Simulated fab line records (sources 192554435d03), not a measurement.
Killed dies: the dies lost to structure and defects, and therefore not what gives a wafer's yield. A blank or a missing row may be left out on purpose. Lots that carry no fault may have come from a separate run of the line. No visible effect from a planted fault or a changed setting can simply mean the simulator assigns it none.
Split-lot trial || flow n5 finfet || on a route of 1938 steps: 7 lots, 36 wafers read

## SPLIT DETAILS
At N5_BEOL_M8_TRENCH_ETCH_37 (etches SiCOH lowk in C4F6/O2, target depth 93.478 nm, time 31.2 s), the setting time s was moved away from the recipe's 31.2 s on 17 of the 36 wafers read, by -51.4% to +57.1%. The other wafers ran this setting at the recipe's value.

## FROM THE SPLIT TO THE READING: what the file shows between them, 8 steps
- N5_BEOL_M8_ETCH_41: etches SiCN in CH3F/O2, target depth 31.9 nm, time 57.8 s
- N5_BEOL_M8_STRIP_80: strips in N2/H2, time 10 s
- N5_BEOL_M8_OCD_MEAS_38
- N5_BEOL_M8_HM_STRIP_39: strips TiN in peroxide tin strip, target depth 25 nm, time 158 s
- N5_BEOL_M8_SRD_40: time 30 s
- N5_BEOL_M8_ECD_50: material Cu, target thk 300 nm
- N5_BEOL_M8_ANNEAL_51: time 90 s
- N5_BEOL_M8_CMP_52: polishes, stops on SiCOH lowk, t overpolish 6.9 s, target thk 80 nm

## THE READING
M8_THK, in nm, at N5_BEOL_M8_THK_MEAS_53 (measures by xrf). On this fab line, fault-free wafers typically give 80.7 nm with a standard deviation of 2.7 nm.

{"wafer": "L082.1", "tool, chamber at the split": "rie diel-01, 2", "time s as run, s": 31.2, "against the recipe": "recipe", "M8_THK, nm": 82.0, "against lot-mates on the recipe": "-"}
{"wafer": "L082.2", "tool, chamber at the split": "rie diel-01, 0", "time s as run, s": 31.2, "against the recipe": "recipe", "M8_THK, nm": 79.3, "against lot-mates on the recipe": "-"}
{"wafer": "L082.3", "tool, chamber at the split": "rie diel-01, 3", "time s as run, s": 49, "against the recipe": "+57.1%", "M8_THK, nm": 138.4, "against lot-mates on the recipe": "+57.9"}
{"wafer": "L082.4", "tool, chamber at the split": "rie diel-01, 1", "time s as run, s": 49, "against the recipe": "+57.1%", "M8_THK, nm": 133.5, "against lot-mates on the recipe": "+53.0"}
{"wafer": "L082.5", "tool, chamber at the split": "rie diel-01, 3", "time s as run, s": 49, "against the recipe": "+57.1%", "M8_THK, nm": 137.9, "against lot-mates on the recipe": "+57.4"}
{"wafer": "L082.6", "tool, chamber at the split": "rie diel-01, 0", "time s as run, s": 31.2, "against the recipe": "recipe", "M8_THK, nm": 80.1, "against lot-mates on the recipe": "-"}
{"wafer": "L083.1", "tool, chamber at the split": "rie diel-01, 1", "time s as run, s": 47.51, "against the recipe": "+52.3%", "M8_THK, nm": 128.1, "against lot-mates on the recipe": "+47.6"}
{"wafer": "L083.2", "tool, chamber at the split": "rie diel-01, 2", "time s as run, s": 31.2, "against the recipe": "recipe", "M8_THK, nm": 79.2, "against lot-mates on the recipe": "-"}
{"wafer": "L083.3", "tool, chamber at the split": "rie diel-01, 0", "time s as run, s": 47.51, "against the recipe": "+52.3%", "M8_THK, nm": 129.8, "against lot-mates on the recipe": "+49.3"}
{"wafer": "L083.4", "tool, chamber at the split": "rie diel-01, 3", "time s as run, s": 31.2, "against the recipe": "recipe", "M8_THK, nm": 83.4, "against lot-mates on the recipe": "-"}
{"wafer": "L083.5", "tool, chamber at the split": "rie diel-01, 0", "time s as run, s": 31.2, "against the recipe": "recipe", "M8_THK, nm": 79.0, "against lot-mates on the recipe": "-"}
{"wafer": "L083.6", "tool, chamber at the split": "rie diel-01, 3", "time s as run, s": 47.51, "against the recipe": "+52.3%", "M8_THK, nm": 133.4, "against lot-mates on the recipe": "+52.9"}
{"wafer": "L087.1", "tool, chamber at the split": "rie diel-04, 2", "time s as run, s": 31.2, "against the recipe": "recipe", "M8_THK, nm": 78.4, "against lot-mates on the recipe": "-"}
{"wafer": "L087.2", "tool, chamber at the split": "rie diel-04, 0", "time s as run, s": 44.75, "against the recipe": "+43.4%", "M8_THK, nm": 123.1, "against lot-mates on the recipe": "+44.1"}
{"wafer": "L087.3", "tool, chamber at the split": "rie diel-04, 3", "time s as run, s": 31.2, "against the recipe": "recipe", "M8_THK, nm": 76.9, "against lot-mates on the recipe": "-"}
{"wafer": "L087.4", "tool, chamber at the split": "rie diel-04, 1", "time s as run, s": 44.75, "against the recipe": "+43.4%", "M8_THK, nm": 115.7, "against lot-mates on the recipe": "+36.7"}
{"wafer": "L087.5", "tool, chamber at the split": "rie diel-04, 0", "time s as run, s": 44.75, "against the recipe": "+43.4%", "M8_THK, nm": 120.4, "against lot-mates on the recipe": "+41.4"}
{"wafer": "L087.6", "tool, chamber at the split": "rie diel-04, 1", "time s as run, s": 31.2, "against the recipe": "recipe", "M8_THK, nm": 81.6, "against lot-mates on the recipe": "-"}
{"wafer": "L090.1", "tool, chamber at the split": "rie diel-05, 1", "time s as run, s": 31.2, "against the recipe": "recipe", "M8_THK, nm": 76.1, "against lot-mates on the recipe": "-"}
{"wafer": "L090.4", "tool, chamber at the split": "rie diel-05, 0", "time s as run, s": 31.2, "against the recipe": "recipe", "M8_THK, nm": 84.5, "against lot-mates on the recipe": "-"}
{"wafer": "L090.5", "tool, chamber at the split": "rie diel-05, 2", "time s as run, s": 31.2, "against the recipe": "recipe", "M8_THK, nm": 82.0, "against lot-mates on the recipe": "-"}
{"wafer": "L091.2", "tool, chamber at the split": "rie diel-05, 0", "time s as run, s": 48.17, "against the recipe": "+54.4%", "M8_THK, nm": 130.0, "against lot-mates on the recipe": "+49.8"}
{"wafer": "L091.4", "tool, chamber at the split": "rie diel-05, 3", "time s as run, s": 31.2, "against the recipe": "recipe", "M8_THK, nm": 80.2, "against lot-mates on the recipe": "-"}
{"wafer": "L091.6", "tool, chamber at the split": "rie diel-05, 1", "time s as run, s": 48.17, "against the recipe": "+54.4%", "M8_THK, nm": 123.5, "against lot-mates on the recipe": "+43.3"}
{"wafer": "L093.1", "tool, chamber at the split": "rie diel-04, 2", "time s as run, s": 31.2, "against the recipe": "recipe", "M8_THK, nm": 79.3, "against lot-mates on the recipe": "-"}
{"wafer": "L093.2", "tool, chamber at the split": "rie diel-04, 1", "time s as run, s": 15.15, "against the recipe": "-51.4%", "M8_THK, nm": 32.9, "against lot-mates on the recipe": -47.2}
{"wafer": "L093.3", "tool, chamber at the split": "rie diel-04, 0", "time s as run, s": 31.2, "against the recipe": "recipe", "M8_THK, nm": 80.7, "against lot-mates on the recipe": "-"}
{"wafer": "L093.4", "tool, chamber at the split": "rie diel-04, 0", "time s as run, s": 31.2, "against the recipe": "recipe", "M8_THK, nm": 80.4, "against lot-mates on the recipe": "-"}
{"wafer": "L093.5", "tool, chamber at the split": "rie diel-04, 2", "time s as run, s": 15.15, "against the recipe": "-51.4%", "M8_THK, nm": 32.5, "against lot-mates on the recipe": -47.6}
{"wafer": "L093.6", "tool, chamber at the split": "rie diel-04, 1", "time s as run, s": 15.15, "against the recipe": "-51.4%", "M8_THK, nm": 32.0, "against lot-mates on the recipe": -48.1}
{"wafer": "L095.1", "tool, chamber at the split": "rie diel-04, 3", "time s as run, s": 21.05, "against the recipe": "-32.5%", "M8_THK, nm": 49.6, "against lot-mates on the recipe": -31.4}
{"wafer": "L095.2", "tool, chamber at the split": "rie diel-04, 1", "time s as run, s": 31.2, "against the recipe": "recipe", "M8_THK, nm": 78.7, "against lot-mates on the recipe": "-"}
{"wafer": "L095.3", "tool, chamber at the split": "rie diel-04, 0", "time s as run, s": 21.05, "against the recipe": "-32.5%", "M8_THK, nm": 49.6, "against lot-mates on the recipe": -31.4}
{"wafer": "L095.4", "tool, chamber at the split": "rie diel-04, 1", "time s as run, s": 21.05, "against the recipe": "-32.5%", "M8_THK, nm": 51.3, "against lot-mates on the recipe": -29.7}
{"wafer": "L095.5", "tool, chamber at the split": "rie diel-04, 3", "time s as run, s": 31.2, "against the recipe": "recipe", "M8_THK, nm": 81.1, "against lot-mates on the recipe": "-"}
{"wafer": "L095.6", "tool, chamber at the split": "rie diel-04, 0", "time s as run, s": 31.2, "against the recipe": "recipe", "M8_THK, nm": 83.2, "against lot-mates on the recipe": "-"}

THE FIT
A straight line over all 36 wafers: M8_THK changes by +0.935 nm for each +1% of time s; r = +1.00; the points scatter about the line by 2.7 nm.
The same after taking each lot's own level away (the mean of its wafers on the recipe; 36 wafers): +0.939 nm for each +1%; r = +1.00; scatter 2.5 nm.
The reading moves by 54 nm for the largest change in time s, on that fit.
The span of the lots' own levels, 78.97 to 81.00 nm, comes to 0.8 times the standard deviation stated above.
The two slopes agree, so the slope changes little with the lot-to-lot level.
Check: +53.2 nm against its lot-mates is what the line predicts for one of the wafers moved furthest among these (+57.1%) when that wafer is left out of the fit. Against them it came out at +57.9 nm.

## THE WHOLE CHAIN: every reading that the file lists as answering this split, in the file's order
{"step": "N5_BEOL_M8_TRENCH_ETCH_37", "what it does": "etches SiCOH lowk in C4F6/O2, target depth 93.478 nm, time 31.2 s", "reading": "etch.depth nm (the simulator's own value, which no gauge read)", "change (the file's fit)": "+0.923 nm for each +1% of the setting", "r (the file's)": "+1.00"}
{"step": "N5_BEOL_M8_TRENCH_ETCH_37", "what it does": "etches SiCOH lowk in C4F6/O2, target depth 93.478 nm, time 31.2 s", "reading": "BEOL_M8.feature depth nm (the simulator's own value, which no gauge read)", "change (the file's fit)": "+0.922 nm for each +1% of the setting", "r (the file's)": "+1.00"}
{"step": "N5_BEOL_M8_TRENCH_ETCH_37", "what it does": "etches SiCOH lowk in C4F6/O2, target depth 93.478 nm, time 31.2 s", "reading": "TiN_of_BEOL_M8_HM_DEP_02.thk nm (the simulator's own value, which no gauge read)", "change (the file's fit)": "-0.0276 nm for each +1% of the setting", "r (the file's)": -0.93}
{"step": "N5_BEOL_M8_OCD_MEAS_38", "what it does": "", "reading": "trench depth nm", "change (the file's fit)": "+0.941 nm for each +1% of the setting", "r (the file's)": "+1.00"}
{"step": "N5_BEOL_M8_CMP_52", "what it does": "polishes, stops on SiCOH lowk, t overpolish 6.9 s, target thk 80 nm", "reading": "Cu_of_BEOL_M8_ECD_50.thk nm (the simulator's own value, which no gauge read)", "change (the file's fit)": "+0.921 nm for each +1% of the setting", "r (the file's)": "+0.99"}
{"step": "N5_BEOL_M8_THK_MEAS_53", "what it does": "measures by xrf", "reading": "M8_THK", "change (the file's fit)": "+0.943 for each +1% of the setting", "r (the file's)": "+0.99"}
{"step": "N5_BEOL_M8_RS_MEAS_57", "what it does": "measures by four-point-probe", "reading": "M8_RS", "change (the file's fit)": "not straight: 0.887 at the lowest setting, 0.287 at the recipe, 0.157 at the highest", "r (the file's)": "not given"}

## THE FILE'S OWN FIT
M8_THK changes by +0.943 nm for each +1% of time s, r = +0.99.
